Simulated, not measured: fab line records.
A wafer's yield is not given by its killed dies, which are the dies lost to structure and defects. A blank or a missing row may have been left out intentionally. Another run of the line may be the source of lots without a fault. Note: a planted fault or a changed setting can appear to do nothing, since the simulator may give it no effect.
Problem report in the 8D (eight disciplines) form, filled by code ; flow n5Finfet ; the parts of the form that need people (team, actions taken, sign-off) are left out

## 1. WHAT IS WRONG
Mean of killed_at_M4_up at N5_PASSIVATION_PROBE_49: 146 across 2 wafers in 2 lots; on wafers with no fault it is 12 (standard deviation 4.8). That puts it +28 standard deviations away from the usual mean.
Seen first at day 15 11:29 on prober-01, wafer L464.4. The record holds 33 wafers of 11 lots with a number at this step. By rule, "out" or "out of limits" means more than 4 standard deviations away from the usual mean. The other wafers with a number count as sound.

## 2. WHAT IT IS AND WHAT IT IS NOT
question;is;is not
which readings at this step;killed_at_M4_up, defectLimitedYield, killedDies, sort_bin_5_function, sortNPass, sortYieldPct;killed_at_M0_to_M3, killedAtContacts, killedAtFrontEnd, killedAtOther, killedOpen, killedShort, sort_bin_6_memory, sort_bin_8_speed
which lots;L464, L466;L453, L455, L457, L459, L463, L470, L471, L473, L474
which wafers of those lots;L464.4, L466.1;L464.1, L464.6, L466.3, L466.5
read on which tools;prober-01;prober-02
when;from day 15 11:29;"up to then (16 sound wafers); but 15 sound wafers of L464, L466, L470, L471, L473, L474 came after"

## 3. THE SUSPECTS, EACH WITH WHAT RULES IT OUT
Counting: a tool at a process step up to the reading stays a suspect if it ran every lot that is out. Sound lots after the first of them don't rule it out here, since some wafers of a struck lot are sound.
- rieDiel-06 at N5_BEOL_M13_TRENCH_ETCH_34 (etches SiOC in C4F8/O2/Ar, target depth 413.47 nm, time 162.6 s): kept. Every lot that is out went through it, the first being L464 (day 14 03:25); the last sound lot it ran before that was L463 (day 12 23:41).
- prober-01 at N5_PASSIVATION_PROBE_49: kept. Every lot that is out went through it, the first being L464 (day 15 11:20); the last sound lot it ran before that was L463 (day 14 07:12). Out on those wafers are its own readings of defectLimitedYield, killed_at_M4_up, killedDies, sort_bin_5_function, sortNPass, sortYieldPct.
- Within rieDiel-06 at N5_BEOL_M13_TRENCH_ETCH_34: the wafers that are out ran in chamber 2; their sound lot-mates ran in chambers 1, 3.
Left after counting: rieDiel-06 at N5_BEOL_M13_TRENCH_ETCH_34, prober-01 at N5_PASSIVATION_PROBE_49.

## 4. THE CAUSE (what the simulator had put in)
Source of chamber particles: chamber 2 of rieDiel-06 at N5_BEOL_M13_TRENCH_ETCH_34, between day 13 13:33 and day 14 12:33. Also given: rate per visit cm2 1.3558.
2 suspects survive the count, and this tool is in that group.

## 5. THE CHAIN OF EFFECTS, in route order
Rows list readings where the struck wafers' mean (over those with a number) sits beyond 3 standard deviations from the usual. Only readings for which the record gives a usual standard deviation are gone through. hours: the time from each lot's start at the first step in this table that gives one to its start at this step, as a median over the lots. sigmas: the change in usual standard deviations.
hours;step;reading;usual;on struck wafers;change;sigmas
0;N5_PASSIVATION_PROBE_49;defectLimitedYield;91.4 %;79.9;-11.5;-7.2
0;N5_PASSIVATION_PROBE_49;killed_at_M4_up;12;146;+134;+28
0;N5_PASSIVATION_PROBE_49;killedDies;101;237;+136;+7.2
0;N5_PASSIVATION_PROBE_49;killedOnRim;13;27;+14;+3.4
0;N5_PASSIVATION_PROBE_49;sort_bin_5_function;5.0 %;12.6;+7.6;+7.6
0;N5_PASSIVATION_PROBE_49;sortNPass;1079;943;-136;-7.2
0;N5_PASSIVATION_PROBE_49;sortYieldPct;91.4 %;79.9;-11.5;-7.2
The process steps in it:
- N5_PASSIVATION_PROBE_49

## 6. WHAT WOULD HAVE CAUGHT IT SOONER
The fault began at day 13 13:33; the first out-of-limits reading in this record came at day 15 11:29, 46 hours later.
No tool reading at N5_BEOL_M13_TRENCH_ETCH_34 that has a usual standard deviation in the record was out on any struck wafer, so an alarm limit of 4 standard deviations on those readings would not have fired.
By day 15 11:29 the whole set of lots that are out, 2 in number, had already begun N5_BEOL_M13_TRENCH_ETCH_34 on rieDiel-06. A hold on the tool at that time would have spared none of them.
